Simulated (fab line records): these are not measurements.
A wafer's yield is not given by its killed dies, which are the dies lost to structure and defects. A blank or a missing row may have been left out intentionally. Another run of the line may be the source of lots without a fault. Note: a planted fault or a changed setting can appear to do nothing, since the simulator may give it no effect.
A lot that was struck, set against a sound lot    flow n5 finfet    19 steps out of a route of 1938
Sound: wafers L986.2, L986.3, L986.6. Struck: wafer L995.4 (left out: L995.1, L995.6 of the same lot, which were not struck); the cause appears at the end.
Each step with rows lists, per side, the tool, then ch with its chambers, then its first start. Under that, the readings that differ: sound wafers    struck wafers    difference of the means    sigmas: that difference in standard deviations of wafers without a fault.
alike: a reading whose means differ by less than 2 such deviations, as well as words and numbers matching on both sides. not compared: withheld readings; readings where some wafer has no value; bounds like >300 that might hide an equal value; numbers whose values overlap and for which the record gives no deviation.
A row with sigmas, a row that says differs or no value, or rows on one side alone: a step with any of these is where the two part. Numbers that don't overlap but have no deviation are shown without sigmas and don't part them. A reading that every wafer of one side lacks parts them only if that side has two wafers or more.

N5_BEOL_M15_DESCUM_33: chemistry O2, time 7.9 s.
  sound on rie diel-05 ch 0,1, day 13 16:31; struck on rie diel-02 ch 0, day 15 12:30
  alike: drypump motor current A, oes product au, rf vpp V, showerhead plenum p Torr, throttle valve pct
  not compared: rf hours counter h
then, 3 steps without rows for these wafers: N5_BEOL_M15_ETCH_61 (etches BARC in N2/H2, target depth 89 nm, overetch 26.7 nm, time 67.9 s); N5_BEOL_M15_TRENCH_ETCH_34 (etches SiO2 in C4F8/O2/Ar, target depth 872.93 nm, time 199 s); N5_BEOL_M15_STRIP_36 (strips in O2).
N5_BEOL_M15_STRIP_62: strips in O2.
  sound on rie diel-06 ch 0,3; struck on rie diel-06 ch 1
  alike: drypump motor current A, oes product au, rf vpp V, showerhead plenum p Torr, throttle valve pct
  not compared: rf hours counter h
N5_BEOL_M15_STRIP_37: strips in O2.
  sound on rie diel-06 ch 0,3; struck on rie diel-06 ch 1
  alike: drypump motor current A, oes product au, rf vpp V, showerhead plenum p Torr, throttle valve pct
  not compared: rf hours counter h
N5_BEOL_M15_ETCH_38: etches SiCN in CF4/N2, target depth 106.4 nm, time 120.5 s.
  sound on rie diel-06 ch 0,3; struck on rie diel-06 ch 1
  alike: drypump motor current A, oes product au, rf vpp V, showerhead plenum p Torr, throttle valve pct
  not compared: rf hours counter h
then, 2 steps without rows for these wafers: N5_BEOL_M15_PRECLEAN_39 (cleans in residue remover, time 60 s); N5_BEOL_M15_SRD_40 (time 30 s, dry time 30 s).
N5_BEOL_M15_DEGAS_41: time 60 s.
  sound: pvd sputter-02 at day 13 20:31; struck: pvd sputter-02 at day 15 16:00
  alike: heater power w
then, 1 step without rows for these wafers: N5_BEOL_M15_PRE_CLEAN_42 (time 30 s).
N5_BEOL_M15_SPUTTER_43: material TaN, target thk 15 nm, time 24.19 s.
  sound: pvd sputter-02 at day 13 20:36; struck: pvd sputter-02 at day 15 16:05
reading                                       sound         struck  difference  sigmas
model.TaN_of_BEOL_M15_SPUTTER_43.thk nm (nm)  15 14.8 15.2  10.6    -4.4        
  alike: throttle valve pct
then, 4 steps without rows for these wafers: N5_BEOL_M15_SPUTTER_44 (material Ta, target thk 15 nm, time 24.19 s); N5_BEOL_M15_SPUTTER_45 (material Cu, target thk 100 nm, time 16.67 s); N5_BEOL_M15_ECD_47 (material Cu, target thk 1860 nm); N5_BEOL_M15_ANNEAL_48 (time 90 s).
N5_BEOL_M15_CMP_49: polishes, stops on SiO2, t overpolish 4.9 s, target thk 850 nm.
  sound on cmp-01 ch 0,1, day 13 21:27; struck on cmp-02 ch 1, day 15 18:18
reading                       sound              struck  difference  sigmas
barrier field endpoint s (s)  11.18 11.25 11.61  9.35    -2.00       -8
  alike: motor current A
N5_BEOL_M15_THK_MEAS_50: measures by xrf.
  sound: film metro-02 at day 13 21:43; struck: film metro-01 at day 15 18:34
  alike: M15_THK
then, 1 step without rows for these wafers: N5_PASSIVATION_PROBE_49.

== WHERE THEY PART ==
Only at N5_BEOL_M15_CMP_49, within this record. Later steps at which nothing parts them and some readings are alike: N5_BEOL_M15_THK_MEAS_50.

WHY: what had been put in by the simulator
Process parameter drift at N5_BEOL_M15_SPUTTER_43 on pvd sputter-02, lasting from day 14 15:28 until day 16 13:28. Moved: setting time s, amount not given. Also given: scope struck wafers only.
